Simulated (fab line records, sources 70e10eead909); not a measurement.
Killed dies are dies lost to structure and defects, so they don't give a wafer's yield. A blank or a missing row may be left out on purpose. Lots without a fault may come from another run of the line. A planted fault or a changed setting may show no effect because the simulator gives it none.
Chamber matching | flow nand_harc | NHARC_A_BONDPAD_CMP_19 on cmp-02: 4 sister chambers
The step polishes, t overpolish 30 s, cu recess touch 16 s, target thk 169.8 nm. 4 wafers are shown with their chamber, then 8 later ones without.

WAFERS WITH THEIR CHAMBER
wafer  | chamber | motor_current_A (A)
L082.6 | 0       | 10.8
L080.3 | 1       | 12.8
L092.5 | 3       | 15.5
L093.2 | 2       | 11.7

WAFERS WITHOUT THEIR CHAMBER
wafer  | motor_current_A (A)
L093.3 | 13.2
L093.6 | 12.3
L094.1 | 11.2
L094.4 | 16.9
L094.6 | 12.6
L097.2 | 13.4
L097.3 | 16.8
L097.4 | 11.4

WHICH CHAMBER EACH WENT THROUGH
wafer  | from the rows above          | in truth
L093.3 | can't be placed: 1 or 2      | 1
L093.6 | can't be placed: 1 or 2 or 0 | 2
L094.1 | can't be placed: 0 or 2 or 1 | 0
L094.4 | 3                            | 3
L094.6 | can't be placed: 1 or 2      | 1
L097.2 | can't be placed: 1 or 2 or 3 | 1
L097.3 | 3                            | 3
L097.4 | can't be placed: 2 or 0 or 1 | 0
Placed correctly: 2 of 8. Can't be placed from these rows: 6 (the true chamber is among the candidates in 6). Placed wrongly: 0.
How it was worked out, from the rows above alone: a wafer's distance from a chamber is the root of the sum, over the readings, of the square of ((its reading less the chamber's mean) divided by the reading's scatter). The wafer belongs to the nearest chamber; if the next one is less than 2 further off, it can't be placed. A chamber's mean is the mean of its shown wafers. The scatter: with one shown wafer a chamber, the root of the mean of the squares of how far each hidden wafer lies from its nearest shown one.
